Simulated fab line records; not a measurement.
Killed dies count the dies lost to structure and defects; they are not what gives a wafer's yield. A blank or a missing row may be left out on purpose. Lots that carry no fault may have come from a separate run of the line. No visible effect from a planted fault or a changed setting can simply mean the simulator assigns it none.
fab line records    flow n5Finfet
record lots=7  wafers=21  lastDay=17
route steps=1938 shown BEOL_M6@1236 PASSIVATION@1936
lots that met no fault: taken from a fault-free run of the same line
startH: the number of hours between the record's first day and the start of the first shown wafer of the lot    waitH: hours elapsed since this lot's preceding step    " identical to the entry in the row above    L1.1+2: one row covering several wafers at once    - value missing, or start not given    * or withheld: withheld    < > ~ a bound
route shown NAME@n: a module of which the file shows steps, and the number in the route of the first    usual: mean and standard deviation over wafers with no fault    same: alike in all rows    chamber/n: place in a boat    sites: readings site by site    _std_site: the values' standard deviation    _edge_site: outer sites' mean less inner sites'    radiusMm: for every site, how far away it sits from the centre of the wafer    mask NAME#n: copy n    behind: the most recent tool/chamber to have shaped the wafer    hold: cause of the lot's hold/its duration in hours/its outcome    device: transistor that didn't switch, given as n, p or np    end of line: the tests these same wafers got at the end of their route    step lacking rows: just its recipe    killed: not the wafer's yield, but the dies lost to structure and defects at the first sort    map: a wafer's dies, x killed, . not, _ none there
set.NAME: the setting the step ran with; set.NAME@STEP: the setting that earlier step ran with    model.NAME: the simulator's own value behind a step, which no gauge read
a table for each step, a row for each wafer; lots at some steps of the route
services: when a tool's chamber went out of use (startH, in hours from the record's first day, below 0 if earlier), for how many hours, and the reason
## steps
# step N5_BEOL_M6_VIA_ETCH_34
# recipe chemistry=C4F6/O2  target=SiCOH_lowk  targetDepthA=1263  maskMaterial=SOC  taperDeg=4  timeS=50.9  ionEnergyEv=250  pressureMtorr=30  sourceW=345  biasW=185  Ar_flow_sccm=300  C4F6_flow_sccm=10  O2_flow_sccm=10
# usual drypumpMotorCurrentA=5.7/0.4  mfcArSccm=300.0/0.91  oes_f_703_au=0.81/0.073  oesProductAu=0.81/0.083  rfVppV=659/19  showerheadPlenumPTorr=2.82/0.082  throttleValvePct=20.78/0.2
lot.wafer  tool        chamber  startH  waitH  drypumpMotorCurrentA  mfcArSccm  oes_f_703_au  oesProductAu  rfHoursCounterH  rfVppV  showerheadPlenumPTorr  throttleValvePct
L633.1     rieDiel-04  1        216.59  0.0    5.8                   298.3      0.90          0.96          2                697     2.93                   20.91
L633.2     "           2        "       "      6.0                   299.6      0.72          0.69          202              653     2.81                   20.53
L633.3     "           3        "       "      5.1                   300.1      0.80          0.81          102              643     2.77                   21.05
L640.1     rieDiel-04  1        258.23  0.0    5.8                   300.0      0.85          0.91          16               697     2.92                   20.92
L640.2     "           3        "       "      5.1                   300.2      0.79          0.80          115              644     2.76                   21.08
L640.4     "           0        "       "      5.9                   300.7      0.78          0.76          150              647     2.75                   20.78
L641.3     rieDiel-06  1        261.11  0.0    6.3                   299.6      0.93          0.84          51               640     2.98                   20.65
L641.4     "           0        "       "      5.2                   301.1      0.70          0.69          233              642     2.93                   20.73
L641.6     "           3        "       "      5.0                   300.6      0.80          0.83          -                640     2.76                   20.86
L643.1     rieDiel-06  2        264.94  0.0    5.8                   301.1      0.88          0.83          91               661     2.87                   20.78
L643.2     "           3        "       "      5.1                   300.4      0.80          0.83          77               641     2.76                   20.86
L643.5     "           2        "       "      5.8                   299.8      0.87          0.83          -                662     2.87                   20.79
L642.1     rieDiel-04  3        268.47  0.0    5.2                   299.8      0.78          0.80          119              642     2.76                   21.08
L642.3     "           2        "       "      6.0                   299.5      0.72          0.67          220              654     2.80                   20.57
L642.5     "           2        "       "      6.0                   300.2      0.71          0.68          -                652     2.80                   20.55
L650.1     rieDiel-04  3        311.48  0.0    5.2                   300.4      0.77          0.79          132              643     2.75                   21.09
L650.3     "           1        "       "      5.8                   301.4      0.81          0.88          34               696     2.91                   20.94
L650.4     "           0        "       "      5.9                   300.5      0.77          0.75          167              647     2.75                   20.80
L651.1     rieDiel-04  2        318.60  0.0    6.0                   299.5      0.70          0.67          238              653     2.79                   20.59
L651.3     "           0        "       "      6.0                   299.2      0.76          0.75          169              648     2.75                   20.81
L651.6     "           0        "       "      6.0                   300.0      0.76          0.75          -                647     2.75                   20.80
# step N5_BEOL_M6_STRIP_76
# recipe chemistry=C4F6/O2  resist=SiARC  rfFrequencyHz=6e+07
# step N5_BEOL_M6_STRIP_36
# recipe chemistry=N2/H2  powerW=450  tempC=40  pressureMtorr=20  rfFrequencyHz=6e+07  overashFraction=0.3  biasPowerW=7  h2Frac=0.5  n2FlowSccm=200  h2FlowSccm=200
# usual drypumpMotorCurrentA=5.7/0.4  h2FlowSccm=199.9/0.56  oesProductAu=0.81/0.081  rfVppV=59.0/1.4  showerheadPlenumPTorr=2.52/0.08  throttleValvePct=23.57/0.22
lot.wafer  tool        chamber  startH  waitH  drypumpMotorCurrentA  h2FlowSccm  oesProductAu  rfHoursCounterH  rfVppV  showerheadPlenumPTorr  throttleValvePct
L633.1     rieDiel-04  1        216.64  0.0    5.8                   200.5       0.97          2                58.4    2.62                   23.86
L633.2     "           2        "       "      6.0                   199.6       0.70          202              57.6    2.52                   23.34
L633.3     "           3        "       "      5.2                   199.3       0.82          102              55.6    2.45                   23.64
L640.1     rieDiel-04  1        258.28  0.0    5.8                   199.3       0.90          16               59.9    2.61                   23.90
L640.2     "           3        "       "      5.2                   199.8       0.80          115              58.6    2.45                   23.65
L640.4     "           0        "       "      6.0                   200.0       0.76          150              61.1    2.44                   23.47
L641.3     rieDiel-06  1        261.17  0.0    6.3                   200.1       0.85          51               59.4    2.70                   23.41
L641.4     "           0        "       "      5.2                   199.5       0.69          233              57.8    2.61                   23.25
L641.6     "           3        "       "      5.1                   200.8       0.87          -                55.3    2.47                   23.66
L643.1     rieDiel-06  2        264.99  0.0    5.8                   200.8       0.82          91               59.6    2.56                   23.47
L643.2     "           3        "       "      5.0                   200.3       0.85          77               58.8    2.47                   23.64
L643.5     "           2        "       "      5.8                   199.6       0.81          -                59.3    2.56                   23.47
L642.1     rieDiel-04  3        268.52  0.0    5.1                   200.2       0.81          119              59.1    2.45                   23.66
L642.3     "           2        "       "      6.0                   200.4       0.69          220              57.9    2.51                   23.41
L642.5     "           2        "       "      6.0                   199.0       0.69          -                56.5    2.51                   23.39
L650.1     rieDiel-04  3        311.53  0.0    5.2                   199.9       0.78          132              60.3    2.44                   23.69
L650.3     "           1        "       "      5.8                   200.1       0.87          34               58.5    2.60                   23.90
L650.4     "           0        "       "      6.0                   200.1       0.75          167              59.6    2.43                   23.52
L651.1     rieDiel-04  2        318.65  0.0    6.0                   199.5       0.67          238              58.3    2.50                   23.41
L651.3     "           0        "       "      5.9                   199.9       0.75          169              58.4    2.43                   23.53
L651.6     "           0        "       "      6.0                   199.4       0.74          -                59.0    2.43                   23.51
# step N5_BEOL_M6_TRENCH_ETCH_37
# recipe chemistry=C4F6/O2  targetDepthA=944.35  target=SiCOH_lowk  timeS=31.5  ionEnergyEv=250  pressureMtorr=30  sourceW=345  biasW=185  Ar_flow_sccm=300  C4F6_flow_sccm=10  O2_flow_sccm=10
# step N5_BEOL_M6_ETCH_41
# recipe chemistry=CH3F/O2  target=SiCN  targetDepthA=297  taperDeg=2  timeS=52  ionEnergyEv=120  maskMaterial=TiN  pressureMtorr=30  sourceW=395  biasW=75  Ar_flow_sccm=150  CH3F_flow_sccm=30  O2_flow_sccm=20
# usual drypumpMotorCurrentA=5.6/0.4  mfcArSccm=149.9/0.4  oesProductAu=0.81/0.083  rfVppV=297.0/1.5  showerheadPlenumPTorr=1.98/0.06  throttleValvePct=16.21/0.16
lot.wafer  tool        chamber  startH  waitH  drypumpMotorCurrentA  mfcArSccm  oesProductAu  rfHoursCounterH  rfVppV  showerheadPlenumPTorr  throttleValvePct
L633.1     rieDiel-04  1        -       -      5.9                   150.3      0.97          2                297.5   2.06                   16.22
L633.2     "           2        "       "      6.0                   150.2      0.70          202              297.2   1.97                   16.09
L633.3     "           3        "       "      5.1                   150.2      0.82          102              296.8   1.94                   16.43
L640.1     rieDiel-04  1        -       -      5.9                   150.0      0.92          16               297.9   2.05                   16.23
L640.2     "           3        "       "      5.2                   150.0      0.80          115              297.1   1.94                   16.44
L640.4     "           0        "       "      5.9                   150.5      0.77          150              297.8   1.93                   16.18
L641.3     rieDiel-06  1        -       -      6.3                   150.1      0.87          51               299.1   2.10                   16.12
L641.4     "           0        "       "      5.2                   150.3      0.69          233              299.7   2.06                   16.23
L641.6     "           3        "       "      5.1                   149.8      0.83          -                295.0   1.94                   16.33
L643.1     rieDiel-06  2        -       -      5.8                   150.9      0.84          91               297.3   2.02                   16.21
L643.2     "           3        "       "      5.1                   149.9      0.82          77               296.3   1.94                   16.34
L643.5     "           2        "       "      5.9                   150.3      0.85          -                299.2   2.02                   16.21
L642.1     rieDiel-04  3        -       -      5.1                   149.4      0.80          119              295.0   1.93                   16.46
L642.3     "           2        "       "      6.0                   150.2      0.69          220              298.1   1.97                   16.11
L642.5     "           2        "       "      6.0                   149.9      0.68          -                297.1   1.97                   16.11
L650.1     rieDiel-04  3        -       -      5.2                   149.9      0.78          132              294.7   1.93                   16.48
L650.3     "           1        "       "      5.9                   150.2      0.86          34               300.7   2.05                   16.24
L650.4     "           0        "       "      6.0                   150.5      0.75          167              296.8   1.92                   16.20
L651.1     rieDiel-04  2        -       -      6.0                   150.2      0.67          238              295.0   1.96                   16.15
L651.3     "           0        "       "      5.9                   150.1      0.76          169              295.8   1.92                   16.22
L651.6     "           0        "       "      6.0                   149.0      0.74          -                295.7   1.92                   16.22
# step N5_BEOL_M6_STRIP_80
# recipe chemistry=N2/H2  timeS=10  powerW=450  tempC=40  pressureMtorr=20  rfFrequencyHz=6e+07  biasPowerW=7  n2FlowSccm=200  h2FlowSccm=200
# usual drypumpMotorCurrentA=5.7/0.4  h2FlowSccm=200.0/0.64  oesProductAu=0.81/0.08  rfVppV=59.2/0.86  showerheadPlenumPTorr=2.52/0.08  throttleValvePct=23.57/0.22
lot.wafer  tool        chamber  startH  waitH  drypumpMotorCurrentA  h2FlowSccm  oesProductAu  rfHoursCounterH  rfVppV  showerheadPlenumPTorr  throttleValvePct
L633.1     rieDiel-04  1        -       -      5.9                   200.1       0.96          2                60.2    2.62                   23.87
L633.2     "           2        "       "      6.0                   199.4       0.70          202              58.3    2.52                   23.35
L633.3     "           3        "       "      5.1                   199.9       0.81          102              59.6    2.45                   23.62
L640.1     rieDiel-04  1        -       -      5.9                   199.7       0.90          16               58.0    2.61                   23.88
L640.2     "           3        "       "      5.1                   200.7       0.79          115              58.0    2.45                   23.65
L640.4     "           0        "       "      5.9                   199.5       0.76          150              57.9    2.44                   23.48
L641.3     rieDiel-06  1        -       -      6.4                   199.6       0.84          51               60.2    2.70                   23.43
L641.4     "           0        "       "      5.2                   199.5       0.70          233              58.4    2.61                   23.23
L641.6     "           3        "       "      5.1                   200.1       0.87          -                59.1    2.47                   23.65
L643.1     rieDiel-06  2        -       -      5.8                   199.2       0.81          91               58.0    2.56                   23.49
L643.2     "           3        "       "      5.1                   201.0       0.87          77               60.9    2.47                   23.65
L643.5     "           2        "       "      5.8                   200.5       0.82          -                59.7    2.56                   23.48
L642.1     rieDiel-04  3        -       -      5.1                   199.9       0.79          119              58.6    2.44                   23.67
L642.3     "           2        "       "      6.0                   200.9       0.68          220              58.5    2.51                   23.37
L642.5     "           2        "       "      6.0                   200.9       0.68          -                60.2    2.51                   23.37
L650.1     rieDiel-04  3        -       -      5.2                   200.1       0.79          132              58.3    2.44                   23.68
L650.3     "           1        "       "      5.9                   200.4       0.87          34               58.9    2.60                   23.90
L650.4     "           0        "       "      5.9                   199.7       0.75          167              57.6    2.43                   23.50
L651.1     rieDiel-04  2        -       -      6.0                   200.0       0.67          238              58.6    2.50                   23.39
L651.3     "           0        "       "      6.0                   198.9       0.74          169              58.2    2.43                   23.51
L651.6     "           0        "       "      5.9                   200.0       0.74          -                58.9    2.43                   23.52
# step N5_BEOL_M6_OCD_MEAS_38
# usual trenchDepthNm=94.6/2.5
lot.wafer  tool    chamber  startH  waitH  trenchDepthNm
L633.1     ocd-02  -        216.84  -      98.1
L633.2     "       -        "       "      90.9
L633.3     "       -        "       "      94.0
L640.1     ocd-01  -        258.47  -      96.6
L640.2     "       -        "       "      92.1
L640.4     "       -        "       "      93.0
L641.3     ocd-02  -        261.36  -      95.4
L641.4     "       -        "       "      93.1
L641.6     "       -        "       "      94.4
L643.1     ocd-02  -        265.18  -      99.3
L643.2     "       -        "       "      94.6
L643.5     "       -        "       "      98.9
L642.1     ocd-01  -        268.72  -      93.6
L642.3     "       -        "       "      90.6
L642.5     "       -        "       "      90.2
L650.1     ocd-01  -        311.73  -      92.9
L650.3     "       -        "       "      96.5
L650.4     "       -        "       "      93.7
L651.1     ocd-02  -        318.84  -      89.8
L651.3     "       -        "       "      93.7
L651.6     "       -        "       "      94.5
# step N5_BEOL_M6_HM_STRIP_39
# recipe chemistry=peroxideTinStrip  material=TiN  targetDepthA=250  tempC=50  timeS=158
# step N5_BEOL_M6_SRD_40
# recipe timeS=30  tempC=23  rinseLiquid=diw  dry=ipaMarangoni
# step N5_BEOL_M6_PRECLEAN_42
# recipe chemistry=residueRemover  timeS=60  tempC=40
# step N5_BEOL_M6_SRD_43
# recipe timeS=30  tempC=23  rinseLiquid=diw  dry=ipaMarangoni
# step N5_BEOL_M6_CD_MEAS_35
# recipe targetCdNm=40  targetCdYNm=28  polarity=opening
# usual cdNm=40.1/0.76
lot.wafer  tool      chamber  startH  waitH  cdNm
L633.1     cdSem-03  -        216.99  0.0    39.8
L633.2     "         -        "       "      40.7
L633.3     "         -        "       "      40.9
L640.1     cdSem-02  -        258.63  0.0    40.4
L640.2     "         -        "       "      38.6
L640.4     "         -        "       "      39.6
L641.3     cdSem-03  -        261.53  0.0    40.5
L641.4     "         -        "       "      40.7
L641.6     "         -        "       "      41.1
L643.1     cdSem-02  -        265.34  0.0    39.0
L643.2     "         -        "       "      39.9
L643.5     "         -        "       "      39.8
L642.1     cdSem-03  -        268.89  0.0    40.8
L642.3     "         -        "       "      40.1
L642.5     "         -        "       "      40.5
L650.1     cdSem-03  -        311.88  0.0    39.1
L650.3     "         -        "       "      41.1
L650.4     "         -        "       "      40.8
L651.1     cdSem-01  -        319.01  0.0    40.2
L651.3     "         -        "       "      39.6
L651.6     "         -        "       "      39.8
# step N5_BEOL_M6_CURE_75
# recipe tempC=370  timeS=120  ambient=DMADMS/He  material=SiCOH_lowk
# usual lampPowerPct=52.31/0.057  runLengthS=178.2/1.4  wafer_temp_C_max=371.6/0.62
lot.wafer  tool       chamber  startH  waitH  lampPowerPct  runLengthS  wafer_temp_C_max
L633.1     uvCure-03  2        217.03  0.0    52.28         177.6       371.0
L633.2     "          2        "       "      52.29         178.5       371.2
L633.3     "          2        "       "      52.29         177.8       371.2
L640.1     uvCure-02  1        258.90  0.3    52.32         178.0       372.5
L640.2     "          1        "       "      52.35         177.4       373.2
L640.4     "          1        "       "      52.39         177.9       373.0
L641.3     uvCure-02  2        261.66  0.1    -             -           -
L641.4     "          2        "       "      -             -           -
L641.6     "          2        "       "      -             -           -
L643.1     uvCure-03  2        265.38  0.0    -             -           -
L643.2     "          2        "       "      -             -           -
L643.5     "          2        "       "      -             -           -
L642.1     uvCure-02  1        268.93  0.0    -             -           -
L642.3     "          1        "       "      -             -           -
L642.5     "          1        "       "      -             -           -
L650.1     uvCure-02  2        311.92  0.0    52.22         177.0       372.2
L650.3     "          2        "       "      52.32         177.0       372.5
L650.4     "          2        "       "      52.33         176.9       372.1
L651.1     uvCure-03  0        319.05  0.0    52.36         177.7       371.8
L651.3     "          0        "       "      52.21         178.2       371.9
L651.6     "          0        "       "      52.26         178.5       372.0
# step N5_BEOL_M6_DEGAS_44
# recipe ambient=vacuum  tempC=250  timeS=60
# usual heaterPowerW=332/27
lot.wafer  tool           chamber  startH  waitH  heaterPowerW
L633.1     pvdSputter-01  -        219.38  2.3    320
L633.2     "              -        "       "      314
L633.3     "              -        "       "      369
L640.1     pvdSputter-01  -        259.36  0.4    381
L640.2     "              -        "       "      328
L640.4     "              -        "       "      303
L641.3     pvdSputter-03  -        261.95  0.2    320
L641.4     "              -        "       "      300
L641.6     "              -        "       "      321
L643.1     pvdSputter-02  -        266.36  0.9    312
L643.2     "              -        "       "      321
L643.5     "              -        "       "      317
L642.1     pvdSputter-02  -        269.62  0.6    320
L642.3     "              -        "       "      324
L642.5     "              -        "       "      309
L650.1     pvdSputter-01  -        312.34  0.4    377
L650.3     "              -        "       "      309
L650.4     "              -        "       "      311
L651.1     pvdSputter-03  -        319.93  0.8    306
L651.3     "              -        "       "      319
L651.6     "              -        "       "      317
# step N5_PASSIVATION_PROBE_49
# usual defectLimitedYield=91.1/1.4  killed_at_M0_to_M3=34/9.7  killed_at_M4_up=13/5.1  killedAtContacts=14/6.3  killedAtFrontEnd=40/11  killedAtOther=3.5/2.7  killedDies=105/16  killedOpen=70/12  killedShort=34/7.8  sort_bin_4_leakage=0.02/0.13  sort_bin_5_function=5.2/0.88  sort_bin_6_memory=3.3/0.7  sortNPass=1074/17  sortYieldPct=91.0/1.5
# same grossDies=1180  killedAtBackSide=0  sort_bin_8_speed[%]=0
lot.wafer  tool       chamber  startH  waitH  defectLimitedYield[%]  killed_at_M0_to_M3  killed_at_M4_up  killedAtContacts  killedAtFrontEnd  killedAtOther  killedDies  killedOpen  killedShort  sort_bin_4_leakage[%]  sort_bin_5_function[%]  sort_bin_6_memory[%]  sortNPass  sortYieldPct[%]
L641.3     prober-01  -        339.42  0.1    91.1                   21                  28               13                41                2              105         78          26           0                      5.4                     3.5                   1075       91.1
L641.4     prober-01  -        339.47  0.2    93.6                   22                  9                15                23                7              76          54          22           0                      3.8                     2.3                   1104       93.6
L641.6     prober-01  -        339.57  0.3    92.6                   24                  16               8                 31                8              87          60          27           0                      4.5                     2.3                   1093       92.6
L640.1     prober-01  -        355.45  0.0    90.6                   23                  7                10                64                7              111         69          41           0                      5.4                     3.6                   1069       90.6
L640.2     prober-01  -        355.50  0.1    89.7                   32                  36               6                 37                11             122         76          45           0                      6.7                     3.4                   1058       89.7
L640.4     prober-01  -        355.60  0.2    89.3                   22                  22               14                65                3              126         84          42           0                      5.7                     4.5                   1054       89.3
L643.1     prober-01  -        357.41  0.0    90.1                   22                  15               10                63                7              117         84          33           0                      5.5                     4.2                   1063       90.1
L643.2     prober-01  -        357.46  0.1    88.4                   49                  12               10                60                6              137         87          47           0                      7.2                     3.9                   1043       88.4
L643.5     prober-01  -        357.61  0.2    90.4                   32                  16               22                40                3              113         74          38           0                      5.5                     3.6                   1067       90.4
L650.1     prober-01  -        398.79  0.0    89.6                   47                  10               20                42                4              123         79          42           0                      5.6                     4.4                   1057       89.6
L650.3     prober-01  -        398.89  0.1    91.3                   45                  13               7                 31                7              103         65          37           0                      6.0                     2.4                   1077       91.3
L650.4     prober-01  -        398.94  0.2    90.9                   45                  7                14                36                5              107         57          48           0                      5.7                     2.7                   1073       90.9
L651.1     prober-01  -        403.08  0.0    89.9                   48                  13               5                 47                6              119         78          40           0                      5.4                     4.3                   1061       89.9
L651.3     prober-01  -        403.18  0.1    90.1                   43                  24               17                31                2              117         87          30           0                      6.3                     3.6                   1063       90.1
L651.6     prober-01  -        403.33  0.3    92.5                   31                  14               14                27                2              88          62          24           0                      4.5                     2.9                   1092       92.5
# killed by level:class
L641.3 STI_FIN_REVEAL:geometricParticle:open=14 FIN_SAQP:geometricParticle:open=11 MOL_CONTACT_COAG:geometricParticle:open=10 BEOL_M1:geometricParticle:open=8 BEOL_M4:geometricParticle:open=7 BEOL_M5:geometricParticle:open=5 BEOL_M3:geometricParticle:open=4 BEOL_M7:geometricParticle:open=4
L641.4 MOL_CONTACT_COAG:geometricParticle:open=12 FIN_SAQP:geometricParticle:open=8 BEOL_M0_SAQP:geometricParticle:short=6 FIN_SAQP:geometricParticle:short=5 DUMMY_GATE:geometricParticle:open=4 BEOL_M0_SAQP:geometricParticle:open=4 BEOL_M1:geometricParticle:open=4 BEOL_M2:geometricParticle:open=4
L641.6 STI_FIN_REVEAL:geometricParticle:open=8 MOL_CONTACT_COAG:geometricParticle:open=7 GATE_CUT:geometricParticle:open=6 BEOL_M0_SAQP:geometricParticle:short=6 BEOL_M0_SAQP:geometricParticle:open=5 BEOL_M5:geometricParticle:open=5 FIN_SAQP:geometricParticle:open=4 BEOL_M3:geometricParticle:open=4
L640.1 FIN_SAQP:geometricParticle:open=17 FIN_SAQP:geometricParticle:short=14 STI_FIN_REVEAL:geometricParticle:open=12 MOL_CONTACT_COAG:geometricParticle:open=10 GATE_CUT:geometricParticle:short=7 GATE_CUT:geometricParticle:open=6 BEOL_M2:geometricParticle:open=5 BEOL_M3:geometricParticle:short=5
L640.2 BEOL_M4:geometricParticle:open=17 BEOL_M4:geometricParticle:short=10 STI_FIN_REVEAL:geometricParticle:open=9 BEOL_M1:geometricParticle:open=7 BEOL_M3:geometricParticle:open=7 GATE_CUT:geometricParticle:short=6 MOL_CONTACT_COAG:geometricParticle:open=5 BEOL_M0_SAQP:geometricParticle:open=5
L640.4 STI_FIN_REVEAL:geometricParticle:open=27 MOL_CONTACT_COAG:geometricParticle:open=12 FIN_SAQP:geometricParticle:short=8 BEOL_M4:geometricParticle:open=8 BEOL_M3:geometricParticle:open=7 GATE_CUT:geometricParticle:short=6 FIN_SAQP:geometricParticle:open=5 STI_FIN_REVEAL:geometricParticle:short=4
L643.1 FIN_SAQP:geometricParticle:open=19 STI_FIN_REVEAL:geometricParticle:open=19 FIN_SAQP:geometricParticle:short=9 MOL_CONTACT_COAG:geometricParticle:open=9 BEOL_M1:geometricParticle:open=8 BEOL_M0_SAQP:geometricParticle:open=6 BEOL_M4:geometricParticle:open=6 STARTING-WAFER:geometricParticle:open=5
L643.2 FIN_SAQP:geometricParticle:open=13 STI_FIN_REVEAL:geometricParticle:open=13 BEOL_M1:geometricParticle:open=13 BEOL_M2:geometricParticle:open=10 MOL_CONTACT_COAG:geometricParticle:open=8 FIN_SAQP:geometricParticle:short=7 GATE_CUT:geometricParticle:short=7 BEOL_M1:geometricParticle:short=7
L643.5 MOL_CONTACT_COAG:geometricParticle:open=19 FIN_SAQP:geometricParticle:short=13 BEOL_M0_SAQP:geometricParticle:open=12 BEOL_M0_SAQP:geometricParticle:short=11 FIN_SAQP:geometricParticle:open=7 STI_FIN_REVEAL:geometricParticle:open=7 BEOL_M4:geometricParticle:open=7 BEOL_M0:geometricParticle:open=4
L650.1 MOL_CONTACT_COAG:geometricParticle:open=16 BEOL_M0_SAQP:geometricParticle:short=12 BEOL_M0_SAQP:geometricParticle:open=12 BEOL_M3:geometricParticle:open=11 FIN_SAQP:geometricParticle:open=8 FIN_SAQP:geometricParticle:short=7 STI_FIN_REVEAL:geometricParticle:open=7 BEOL_M1:geometricParticle:open=5
L650.3 BEOL_M3:geometricParticle:open=17 BEOL_M0_SAQP:geometricParticle:short=12 BEOL_M0_SAQP:geometricParticle:open=8 FIN_SAQP:geometricParticle:short=7 FIN_SAQP:geometricParticle:open=4 STI_FIN_REVEAL:geometricParticle:open=4 MOL_CONTACT_COAG:geometricParticle:open=4 BEOL_M5:geometricParticle:open=4
L650.4 MOL_CONTACT_COAG:geometricParticle:open=13 BEOL_M0_SAQP:geometricParticle:open=11 FIN_SAQP:geometricParticle:short=9 GATE_CUT:geometricParticle:short=9 BEOL_M0_SAQP:geometricParticle:short=8 BEOL_M2:geometricParticle:open=8 BEOL_M1:geometricParticle:open=5 FIN_SAQP:geometricParticle:open=4
L651.1 BEOL_M3:geometricParticle:open=17 FIN_SAQP:geometricParticle:open=15 FIN_SAQP:geometricParticle:short=11 BEOL_M1:geometricParticle:short=8 BEOL_M1:geometricParticle:open=7 DUMMY_GATE:geometricParticle:open=6 BEOL_M2:geometricParticle:open=5 BEOL_M3:geometricParticle:short=4
L651.3 BEOL_M1:geometricParticle:open=19 MOL_CONTACT_COAG:geometricParticle:open=14 BEOL_M2:geometricParticle:open=12 BEOL_M4:geometricParticle:open=10 BEOL_M4:geometricParticle:short=8 FIN_SAQP:geometricParticle:open=7 BEOL_M3:geometricParticle:open=5 STI_FIN_REVEAL:geometricParticle:open=5
L651.6 MOL_CONTACT_COAG:geometricParticle:open=12 BEOL_M1:geometricParticle:open=8 BEOL_M4:geometricParticle:open=8 FIN_SAQP:geometricParticle:short=7 BEOL_M2:geometricParticle:open=6 BEOL_M3:geometricParticle:open=5 FIN_SAQP:geometricParticle:open=4 GATE_CUT:geometricParticle:short=4
## services
tool        chamber  startH  hours  kind
rieDiel-04  1        195.45  -      clean
rieDiel-04  1        195.45  -      consumableReplace:focusRing
rieDiel-04  1        195.45  17.4   scheduledDown
rieDiel-04  1        195.45  17.4   ventCycle
rieDiel-06  -        221.57  2.8    pm
uvCure-03   -        224.65  0.2    repair
uvCure-02   -        230.55  2.1    pm
rieDiel-06  -        256.88  0.1    repair
rieDiel-06  0        311.12  -      clean
rieDiel-06  0        311.12  -      consumableReplace:esc
rieDiel-06  0        311.12  -      consumableReplace:focusRing
rieDiel-06  0        311.12  22.7   scheduledDown
rieDiel-06  0        311.12  22.7   ventCycle
## key
firstSign step=N5_BEOL_M6_CURE_75  reading=toolRecord  direction=missing
effect none on later readings
metAt N5_BEOL_M6_CURE_75
struckWafers L641.3,L641.4,L641.6,L642.1,L642.3,L642.5,L643.1,L643.2,L643.5
onsetBetween 258.90 261.66
fault kind=skippedStepWhole  tool=uvCure-02,uvCure-03  chamber=-  onsetH=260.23  steps=N5_BEOL_M6_CURE_75  scope=struckLotsOnly
